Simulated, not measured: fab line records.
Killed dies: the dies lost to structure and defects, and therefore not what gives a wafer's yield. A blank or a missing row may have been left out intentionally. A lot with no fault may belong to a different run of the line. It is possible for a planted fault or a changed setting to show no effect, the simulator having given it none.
Struck lot and sound lot, side by side    flow nand harc    13 steps out of a route of 1159
Sound: the wafers L713.3, L713.4, L713.5. Struck: wafer L732.6 (left out: L732.4, L732.5 of the same lot, which were not struck); the cause appears at the end.
Order at every step that has rows: each side's tool, ch and its chambers, its first start. Under that, the readings that differ: sound wafers    struck wafers    difference of the means    sigmas: that difference in standard deviations of wafers without a fault.
alike: readings whose means differ by less than 2 such deviations, and words and numbers that are the same on both sides. not compared: withheld readings, readings that some wafer has no value for, bounds like >300 that may hide the same value, and numbers for which the record gives no deviation and whose values overlap.
A row with sigmas, a row that says differs or no value, or rows on one side alone: a step with any of these is where the two part. Numbers that don't overlap but have no deviation are shown without sigmas and don't part them. Lack of a reading on every wafer of one side parts them only where that side has two or more wafers.

first, 2 steps without rows for these wafers: NHARC_A_SOURCE_PLATE_CVD_03 (deposits poly-Si, target thk 200 nm, time 4000 s); NHARC_A_SOURCE_PLATE_ANNEAL_05 (time 1800 s).
NHARC_A_SOURCE_PLATE_THK_MEAS_06: measures by ellipsometry.
  struck on film metro-01, day 12 03:38; sound on film metro-02, day 7 11:54
  alike: thk nm
NHARC_A_SOURCE_PLATE_INSPECT_08:
  struck on defect inspect-01, day 12 03:43; sound on defect inspect-02, day 7 11:58
  alike: raw defect count
then NHARC_A_ONON_D1_DEP_00 (target thk 1000 nm), 1 step lacking rows for these wafers.
NHARC_A_ONON_D1_THK_MEAS_02: measures by ellipsometry.
  struck on film metro-01, day 12 04:18; sound on film metro-01, day 7 12:32
reading      sound        struck  difference  sigmas
thk nm (nm)  995 993 992  1012    +19         +2
then NHARC_A_ONON_D1_DEP_03 (target thk 1000 nm), 1 step lacking rows for these wafers.
NHARC_A_ONON_D1_THK_MEAS_05: measures by ellipsometry.
  struck on film metro-01, day 12 04:59; sound on film metro-01, day 7 13:07
reading      sound        struck  difference  sigmas
thk nm (nm)  993 992 993  1013    +20         +2
then NHARC_A_ONON_D1_DEP_06 (target thk 1000 nm), 1 step lacking rows for these wafers.
NHARC_A_ONON_D1_THK_MEAS_08: measures by ellipsometry.
  struck on film metro-02, day 12 05:33; sound on film metro-01, day 7 13:40
reading      sound          struck  difference  sigmas
thk nm (nm)  1000 999 1000  1026    +26         +2
NHARC_A_ONON_D1_DEP_09: target thk 1000 nm.
  sound on pecvd onon-02 ch 0, day 7 13:58; struck on pecvd onon-02 ch 0, day 12 05:49
  alike: nh3 flow sccm
NHARC_A_ONON_D1_THK_MEAS_11: measures by ellipsometry.
  struck on film metro-02, day 12 06:08; sound on film metro-01, day 7 14:22
reading      sound        struck  difference  sigmas
thk nm (nm)  994 994 993  1067    +73         +7
then NHARC_A_ONON_D1_DEP_12 (target thk 1000 nm), 1 step lacking rows for these wafers.

WHERE THEY PART
Earliest at NHARC_A_ONON_D1_THK_MEAS_02; latest, in this record, at NHARC_A_ONON_D1_THK_MEAS_11.

WHY: the cause the simulator had injected
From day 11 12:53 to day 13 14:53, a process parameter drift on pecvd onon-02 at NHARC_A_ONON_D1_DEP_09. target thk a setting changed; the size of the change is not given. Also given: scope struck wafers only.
